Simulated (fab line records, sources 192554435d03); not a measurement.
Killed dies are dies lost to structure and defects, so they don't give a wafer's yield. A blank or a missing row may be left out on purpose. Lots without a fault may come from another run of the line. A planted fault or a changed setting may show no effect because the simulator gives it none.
Chamber matching | flow n5_finfet | N5_DUMMY_GATE_ETCH_29 on rie_diel-01: 4 sister chambers
The step etches underlayer in N2/H2, target depth 13 nm. 8 wafers are shown with their chamber, then 12 later ones without.

WAFERS WITH THEIR CHAMBER
wafer  | chamber | showerhead_plenum_p_Torr (Torr) | throttle_valve_pct (%)
L081.5 | 2       | 2.61                            | 18.24
L083.2 | 1       | 2.62                            | 17.79
L085.1 | 0       | 2.44                            | 17.90
L085.5 | 3       | 2.58                            | 17.85
L085.6 | 2       | 2.61                            | 18.23
L088.1 | 0       | 2.44                            | 17.90
L088.4 | 3       | 2.58                            | 17.88
L088.5 | 1       | 2.61                            | 17.80

WAFERS WITHOUT THEIR CHAMBER
wafer  | showerhead_plenum_p_Torr (Torr) | throttle_valve_pct (%)
L089.1 | 2.61                            | 17.80
L089.3 | 2.44                            | 17.92
L089.4 | 2.61                            | 18.24
L090.3 | 2.61                            | 17.80
L090.5 | 2.61                            | 18.25
L090.6 | 2.61                            | 17.81
L096.1 | 2.60                            | 18.27
L096.4 | 2.57                            | 17.90
L096.6 | 2.60                            | 18.26
L097.1 | 2.43                            | 17.94
L097.2 | 2.61                            | 17.38
L097.3 | 2.57                            | 17.91

WHICH CHAMBER EACH WENT THROUGH
wafer  | from the rows above | in truth
L089.1 | 1                   | 1
L089.3 | 0                   | 0
L089.4 | 2                   | 2
L090.3 | 1                   | 1
L090.5 | 2                   | 2
L090.6 | 1                   | 1
L096.1 | 2                   | 2
L096.4 | 3                   | 3
L096.6 | 2                   | 2
L097.1 | 0                   | 0
L097.2 | 1                   | 1
L097.3 | 3                   | 3
Placed correctly: 12 of 12. Can't be placed from these rows: 0. Placed wrongly: 0.
How it was worked out, from the rows above alone: a wafer's distance from a chamber is the root of the sum, over the readings, of the square of ((its reading less the chamber's mean) divided by the reading's scatter). The wafer belongs to the nearest chamber; if the next one is less than 2 further off, it can't be placed. A chamber's mean is the mean of its shown wafers. The scatter: the root of (the sum of the squares of (reading less its chamber's mean) over the shown wafers, divided by (wafers less chambers)).
